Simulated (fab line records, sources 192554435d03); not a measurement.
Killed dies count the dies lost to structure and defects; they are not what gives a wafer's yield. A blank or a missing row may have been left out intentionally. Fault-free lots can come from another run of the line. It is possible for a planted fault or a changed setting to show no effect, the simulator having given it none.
Comparing a struck lot with a sound one + flow n5Finfet + 16 steps out of a route of 1938
Sound: the wafers L983.2, L983.3, L983.5. Struck: wafers L988.2, L988.4. (L988.3 of the same lot was not struck and is left out.) The cause comes at the end.
Per side, at each step with rows, come the tool, then ch with its chambers, and then its first start. Under that, the readings that differ: sound wafers + struck wafers + difference of the means + sigmas: that difference in standard deviations of wafers without a fault.
alike: readings with means less than 2 such deviations apart, plus words and numbers identical on both sides. not compared: withheld readings, readings lacking a value on some wafer, bounds such as >300 that could conceal the same value, and numbers that have no deviation in the record and whose values overlap.
The two part at a step that has a row with sigmas, a row that says differs or no value, or rows on one side only. When numbers do not overlap yet have no deviation, they are printed without sigmas and do not part them. A reading that every wafer of one side lacks parts them only if that side has two wafers or more.

N5_BEOL_M4_ETCH_41: etches SiCN in CH3F/O2, target depth 29.9 nm, time 52.5 s.
  sound on rieDiel-01 ch 1,2,3; struck on rieDiel-05 ch 0,2
  alike: drypumpMotorCurrentA, oesProductAu, rfVppV, showerheadPlenumPTorr, throttleValvePct
  not compared: rfHoursCounterH
N5_BEOL_M4_STRIP_97: strips in N2/H2, time 10 s.
  sound on rieDiel-01 ch 1,2,3; struck on rieDiel-05 ch 0,2
  alike: drypumpMotorCurrentA, oesProductAu, rfVppV, showerheadPlenumPTorr, throttleValvePct
  not compared: rfHoursCounterH
N5_BEOL_M4_OCD_MEAS_38:
  sound: ocd-02 at day 8 19:28; struck: ocd-01 at day 10 04:53
| reading            | sound          | struck    | difference | sigmas |
|--------------------|----------------|-----------|------------|--------|
| trenchDepthNm (nm) | 57.4 56.2 54.9 | 53.3 54.2 | -2.4       | -2     |
then, 4 steps without rows for these wafers: N5_BEOL_M4_HM_STRIP_39 (strips TiN in peroxide tin strip, target depth 25 nm, time 158 s); N5_BEOL_M4_SRD_40 (time 30 s); N5_BEOL_M4_PRECLEAN_42 (cleans in residue remover, time 60 s); N5_BEOL_M4_SRD_43 (time 30 s).
N5_BEOL_M4_CD_MEAS_35: target cd 18 nm, target cd y 22.4 nm.
  sound: cdSem-01 at day 8 19:37; struck: cdSem-01 at day 10 05:02
  alike: cdNm
N5_BEOL_M4_DEGAS_44: time 60 s.
  sound: pvdSputter-02 at day 8 21:06; struck: pvdSputter-03 at day 10 05:10
  alike: heaterPowerW
then, 1 step without rows for these wafers: N5_BEOL_M4_PRE_CLEAN_45 (time 30 s).
N5_BEOL_M4_ALD_84: deposits TaN, pulse time 2 s, purge time 3 s, co reactant purge time 2 s.
  sound on aldMetal-04 ch 0,3, day 8 21:16; struck on aldMetal-04 ch 0,1, day 10 05:20
  alike: chamberPressureTorr, heaterPowerOuterW, heaterPowerW
  not compared: sinceWetCleanH
N5_BEOL_M4_SURFACE_TREAT_85:
  sound: pvdSputter-03 at day 8 21:35; struck: pvdSputter-02 at day 10 05:35
  not compared: throttleValvePct
N5_BEOL_M4_CVD_47: deposits Co from CCTBA/H2, target thk 3 nm, time 223.8 s.
  sound on cvdCo-01 ch 1,2, day 8 21:39; struck on cvdCo-01 ch 0, day 10 05:53
| reading        | sound             | struck      | difference | sigmas      |
|----------------|-------------------|-------------|------------|-------------|
| runLengthS (s) | 246.8 245.5 245.5 | 437.1 437.4 | +191.3     | +99 or more |
  alike: chamberPressureTorr
  not compared: sinceWetCleanH
then, 1 step without rows for these wafers: N5_BEOL_M4_SPUTTER_48 (material Cu, target thk 4.5 nm, time 8.29 s).
N5_BEOL_M4_RC_MEAS_101:
  sound on prober-01 ch 0, day 9 01:08; struck on prober-01 ch 0, day 10 10:22
| reading       | sound          | struck    | difference | sigmas |
|---------------|----------------|-----------|------------|--------|
| DIBL_N (mV/V) | 36.8 39.4 40.3 | 34.4 35.6 | -3.8       | -2     |
| VT_P (mV)     | -247 -246 -242 | -253 -252 | -8         | -2     |
  alike: DIBL_P, IOFF_N, IOFF_P, ION_N, ION_P, SS_N, SS_P, VT_N
then, 1 step without rows for these wafers: N5_PASSIVATION_PROBE_49.

## WHERE THEY PART
Last at N5_BEOL_M4_RC_MEAS_101 as far as this record goes, first at N5_BEOL_M4_OCD_MEAS_38.

WHY: whatever the simulator had introduced
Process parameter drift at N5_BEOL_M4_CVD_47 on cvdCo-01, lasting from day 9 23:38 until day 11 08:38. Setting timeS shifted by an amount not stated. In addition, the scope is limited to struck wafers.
